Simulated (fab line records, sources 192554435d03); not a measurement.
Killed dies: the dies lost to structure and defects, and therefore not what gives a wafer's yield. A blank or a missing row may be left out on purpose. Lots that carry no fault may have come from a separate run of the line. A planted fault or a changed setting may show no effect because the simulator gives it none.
Which tool is to blame?    flow n5 finfet    Sampling: 12 lots, 36 wafers, 2 of 1938 route steps

== WHAT THE GAUGES SHOWED, per wafer ==
N5_BEOL_M14_OVL_MEAS_29.
lot   measured      on          M14_OVL (nm)
L075  day 11 14:43  overlay-02  1 10 8
L080  day 12 11:31  overlay-02  3 0 5
L077  day 12 21:42  overlay-02  -4 -2 -6
L078  day 12 23:47  overlay-02  6 1 11
L083  day 13 14:44  overlay-02  4 6 5
L085  day 14 12:38  overlay-02  -2 3 6
L089  day 14 21:37  overlay-01  5 6 3
L091  day 14 23:59  overlay-02  6 -1 1
L088  day 15 04:32  overlay-02  -6 -1 3
L094  day 16 07:17  overlay-02  3 3 3
L096  day 17 02:36  overlay-02  -3 2 1
L095  day 17 11:46  overlay-02  -1 -2 -7

== WHICH TOOL RAN EACH LOT (tool, then ch and the chambers of the sampled wafers, then the start) ==
lot   N5_BEOL_M13_DESCUM_33
L075  rie diel-01 ch 1,2,3, day 11 08:03
L080  rie diel-02 ch 2,3, day 12 04:41
L077  rie diel-02 ch 0,2,3, day 12 15:26
L078  rie diel-03 ch 1,2, day 12 17:49
L083  rie diel-02 ch 1,3, day 13 07:05
L085  rie diel-01 ch 0,1,3, day 14 04:25
L089  rie diel-03 ch 1,2, day 14 16:13
L091  rie diel-03 ch 1,2, day 14 18:53
L088  rie diel-03 ch 0,2, day 14 23:14
L094  rie diel-02 ch 0,2, day 16 01:39
L096  rie diel-01 ch 0,3, day 16 21:40
L095  rie diel-03 ch 1,2,3, day 17 03:25
- N5_BEOL_M13_DESCUM_33: chemistry O2, time 7.9 s.

== THE ANSWER, worked out from the rows above alone ==
Rule: usual is defined by the lots themselves. The widest of any qualifying gaps counts: lots, ordered by their means at a reading, are off when they make up no more than a third of the lots, leave a main group of 4 or more, and stand apart from it by 3 or more times the standard deviation of that group's means. A main group is skipped when, at the precision printed for the reading in the tables above, its means are all equal. Also off: a lot with no number at a reading for which 4 or more lots have one. Any other lot the step has rows for is counted as sound.
No lot is off at any reading shown: from this, nothing can be told.

== WHAT WAS PUT IN BY THE SIMULATOR ==
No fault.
